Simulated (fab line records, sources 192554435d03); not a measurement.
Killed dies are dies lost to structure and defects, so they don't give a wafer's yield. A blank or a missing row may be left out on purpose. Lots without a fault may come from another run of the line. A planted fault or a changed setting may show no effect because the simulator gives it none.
Split-lot experiment | flow n5_finfet | 7 lots, 21 wafers read, on a route of 1938 steps

THE SPLIT
At N5_SDB_ETCH_18 (etches SOC in N2/H2, target depth 100 nm, overetch 20 nm, time 150 s), the setting time_s was moved away from the recipe's 150 s on 7 of the 21 wafers read, by -19.4% to +13.1%. The other wafers ran this setting at the recipe's value.

The reading is taken at the split's own step.

THE READING
SiARC_of_SDB_COAT_04.thk_nm (the simulator's own value, which no gauge read), in nm, at N5_SDB_ETCH_18 (etches SOC in N2/H2, target depth 100 nm, overetch 20 nm, time 150 s). The file gives no usual value for it. The 14 wafers here that ran the recipe average 12.7 nm, standard deviation 0.18 nm.

wafer  | tool, chamber at the split | time_s as run, s | against the recipe | SiARC_of_SDB_COAT_04.thk_nm, nm | against lot-mates on the recipe
L075.1 | rie_diel-02, 1,0           | 150              | recipe             | 12.8                            | -
L075.2 | rie_diel-02, 1,0           | 150              | recipe             | 12.8                            | -
L075.3 | rie_diel-02, 3             | 150              | recipe             | 12.4                            | -
L076.4 | rie_diel-04, 3             | 150              | recipe             | 12.6                            | -
L076.5 | rie_diel-04, 3,0           | 163.2            | +8.8%              | 12                              | -0.6
L076.6 | rie_diel-04, 3,0           | 163.2            | +8.8%              | 12                              | -0.6
L077.1 | rie_diel-04, 0             | 150              | recipe             | 12.4                            | -
L077.3 | rie_diel-04, 2             | 150              | recipe             | 12.8                            | -
L077.6 | rie_diel-04, 3             | 168              | +12.0%             | 11.8                            | -0.8
L080.1 | rie_diel-02, 1             | 150              | recipe             | 12.8                            | -
L080.2 | rie_diel-02, 2             | 150              | recipe             | 13                              | -
L080.5 | rie_diel-02, 2             | 120.9            | -19.4%             | 13.8                            | +0.9
L082.3 | rie_diel-04, 1             | 150              | recipe             | 12.8                            | -
L082.4 | rie_diel-04, 3             | 150              | recipe             | 12.6                            | -
L082.6 | rie_diel-04, 3             | 137.1            | -8.6%              | 13.2                            | +0.5
L087.1 | rie_diel-02, 2             | 127.1            | -15.3%             | 13.6                            | +0.9
L087.4 | rie_diel-02, 1             | 150              | recipe             | 12.6                            | -
L087.5 | rie_diel-02, 2             | 150              | recipe             | 12.8                            | -
L095.1 | rie_diel-03, 0             | 150              | recipe             | 12.6                            | -
L095.3 | rie_diel-03, 1             | 150              | recipe             | 13                              | -
L095.6 | rie_diel-03, 1             | 169.6            | +13.1%             | 12.2                            | -0.6
Where a row lists several chambers, the file gives one row for several wafers and doesn't say which wafer went through which chamber.

THE FIT
A straight line over all 21 wafers: SiARC_of_SDB_COAT_04.thk_nm changes by -0.0599 nm for each +1% of time_s; r = -0.93; the points scatter about the line by 0.18 nm.
The same after taking each lot's own level away (the mean of its wafers on the recipe; 21 wafers): -0.0551 nm for each +1%; r = -0.95; scatter 0.15 nm.
On that fit, the largest move of time_s shifts the reading by 1.1 nm.
The lots' own levels span 12.60 to 12.90 nm, that is 1.7 times the standard deviation above.
So the lot-to-lot level changes the slope little: the two slopes agree.
Check: with one of the wafers moved furthest among these (-19.4%) left out of the fit, the line predicts +1.14 nm for it against its lot-mates. It came out at +0.9 nm against them.

OTHER SPLITS ON THESE WAFERS
These wafers also went through other splits before the reading. Each is held against what the fit with the lots' levels taken away leaves over:
other split on the same wafers     | wafers away from the commonest value | r with SiARC_of_SDB_COAT_04.thk_nm (lot level and that fit taken away)
N5_FIN_SAQP_ALD_61 temp_c          | 9                                    | +0.25
N5_FIN_SAQP_HM_DEP_03 time_s       | 3                                    | -0.01
N5_FIN_SAQP_DESCUM_21 time_s       | 11                                   | +0.17
N5_FIN_SAQP_ETCH_52 source_w       | 6                                    | +0.09
N5_SD_EPI_N_ETCH_45 target_depth_a | 7                                    | -0.13
N5_SD_EPI_N_EPI_21 time_s          | 7                                    | -0.07
N5_SDB_COAT_03 spin_rpm            | 9                                    | +0.22

THE FILE'S OWN FIT
SiARC_of_SDB_COAT_04.thk_nm changes by -0.0541 nm for each +1% of time_s, r = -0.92.
